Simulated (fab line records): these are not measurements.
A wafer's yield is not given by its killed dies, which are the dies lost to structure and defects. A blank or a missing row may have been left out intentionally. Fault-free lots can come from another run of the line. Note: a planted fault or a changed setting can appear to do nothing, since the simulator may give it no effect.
Chamber matching    flow n5-finfet    N5_BEOL_M11_CMP_52 on cmp-04: 4 sister chambers
The step polishes, stops on SiCOH lowk, t overpolish 7 s, target thk 140 nm. 20 wafers are shown with their chamber, then 10 later ones without.

WAFERS WITH THEIR CHAMBER
wafer   chamber  motor-current-A (A)  overpolish-run-s (s)  edge-zone-pressure-frac
L075.3  0        5.7                  7.012                 1.000
L075.5  2        6.9                  7.016                 0.999
L075.6  3        6.4                  7.006                 1.000
L077.2  3        6.2                  6.994                 1.007
L077.4  1        5.9                  7.022                 1.007
L077.6  0        5.5                  6.997                 0.998
L079.2  2        6.6                  6.995                 1.005
L079.3  0        5.6                  7.007                 0.992
L079.4  1        5.9                  7.010                 1.005
L080.2  0        5.7                  7.010                 0.999
L080.4  3        6.2                  7.000                 0.998
L080.6  2        6.2                  7.005                 1.001
L081.1  2        6.9                  6.993                 1.003
L081.4  3        6.0                  7.003                 0.997
L081.6  2        6.8                  6.997                 0.997
L083.3  3        6.1                  7.004                 0.999
L083.4  2        6.9                  7.004                 1.000
L083.5  0        5.5                  7.000                 1.006
L087.1  3        6.2                  6.998                 1.001
L087.5  0        5.7                  6.988                 1.002

SIGNATURES (averages over the wafers above)
reading                  chamber 0  chamber 1  chamber 2  chamber 3  scatter within a chamber
motor-current-A          5.617      5.900      6.717      6.183      0.181
overpolish-run-s         7.00233    7.01600    7.00167    7.00083    0.00769
edge-zone-pressure-frac  0.99950    1.00600    1.00083    1.00033    0.00365
Rule: for a wafer and a chamber, the distance is found by dividing, reading by reading, the gap between the wafer's reading and the chamber's mean by the reading's scatter, squaring, summing and taking the root. If the next closest chamber is less than 2 further off than the closest, the wafer can't be placed; otherwise it belongs to the closest. The scatter is the square root of a quotient: the sum, over the shown wafers, of each reading's squared deviation from its chamber's mean, divided by wafers minus chambers.

WAFERS MISSING THEIR CHAMBER
wafer   motor-current-A (A)  overpolish-run-s (s)  edge-zone-pressure-frac
L087.6  5.9                  6.994                 0.989
L088.1  5.6                  7.002                 1.005
L088.2  5.8                  6.986                 1.003
L088.3  6.7                  7.005                 1.005
L092.2  5.9                  6.992                 0.999
L092.3  5.8                  6.985                 1.000
L092.4  5.5                  7.005                 0.998
L090.2  6.9                  6.992                 1.005
L090.3  6.2                  6.994                 1.004
L090.6  5.9                  6.984                 1.002

WHICH CHAMBER EACH ONE RAN IN
wafer   from the rows above           in truth
L087.6  can't be placed: 0 or 3       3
L088.1  can't be placed: 0 or 1 or 3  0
L088.2  can't be placed: 0 or 3 or 1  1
L088.3  can't be placed: 2 or 3       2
L092.2  can't be placed: 3 or 0 or 1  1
L092.3  can't be placed: 0 or 3 or 1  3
L092.4  0                             0
L090.2  2                             2
L090.3  can't be placed: 3 or 2       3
L090.6  can't be placed: 3 or 0 or 1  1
Correct placement for 2 of the 10. Unplaceable from these rows: 8, with the true chamber sitting among the candidates in 8. Wrongly placed: 0.
